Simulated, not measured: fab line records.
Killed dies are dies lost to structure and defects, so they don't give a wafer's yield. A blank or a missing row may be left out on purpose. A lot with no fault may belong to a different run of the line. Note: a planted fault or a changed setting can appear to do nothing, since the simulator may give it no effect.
Matching of chambers / flow n5-finfet / N5_FIN_SAQP_DESCUM_21 on rie-diel-05 has 4 sister chambers
The step chemistry O2, time 7.9 s. 4 wafers are shown with their chamber, then 11 later ones without.

== WAFERS WITH THEIR CHAMBER ==
wafer=L088.1; chamber=1; throttle-valve-pct (%)=20.65
wafer=L088.2; chamber=0; throttle-valve-pct (%)=20.65
wafer=L088.4; chamber=2; throttle-valve-pct (%)=20.44
wafer=L091.1; chamber=3; throttle-valve-pct (%)=20.25

== WAFERS WHOSE CHAMBER IS MISSING ==
wafer=L091.2; throttle-valve-pct (%)=20.43
wafer=L091.4; throttle-valve-pct (%)=20.66
wafer=L092.3; throttle-valve-pct (%)=20.43
wafer=L092.5; throttle-valve-pct (%)=20.65
wafer=L092.6; throttle-valve-pct (%)=20.66
wafer=L093.4; throttle-valve-pct (%)=20.65
wafer=L093.5; throttle-valve-pct (%)=20.22
wafer=L093.6; throttle-valve-pct (%)=20.45
wafer=L094.2; throttle-valve-pct (%)=20.44
wafer=L094.4; throttle-valve-pct (%)=20.65
wafer=L094.5; throttle-valve-pct (%)=20.25

== WHICH CHAMBER EACH WENT THROUGH ==
wafer=L091.2; from the rows above=2; in truth=2
wafer=L091.4; from the rows above=can't be placed: 0 or 1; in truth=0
wafer=L092.3; from the rows above=2; in truth=2
wafer=L092.5; from the rows above=can't be placed: 0 or 1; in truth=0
wafer=L092.6; from the rows above=can't be placed: 0 or 1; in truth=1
wafer=L093.4; from the rows above=can't be placed: 0 or 1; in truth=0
wafer=L093.5; from the rows above=3; in truth=3
wafer=L093.6; from the rows above=2; in truth=2
wafer=L094.2; from the rows above=2; in truth=2
wafer=L094.4; from the rows above=can't be placed: 0 or 1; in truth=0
wafer=L094.5; from the rows above=3; in truth=3
6 of 11 placed correctly. From these rows, 5 cannot be placed; in 5 the true chamber is one of the candidates. 0 placed wrongly.
How it was worked out, from the rows above alone: a wafer's distance from a chamber is the root of the sum, over the readings, of the square of ((its reading less the chamber's mean) divided by the reading's scatter). The wafer belongs to the nearest chamber; if the next one is less than 2 further off, it can't be placed. The mean given for a chamber averages the wafers shown for that chamber. The scatter (one wafer shown for each chamber): square how far every hidden wafer sits from the nearest shown wafer, average those squares and take the square root.
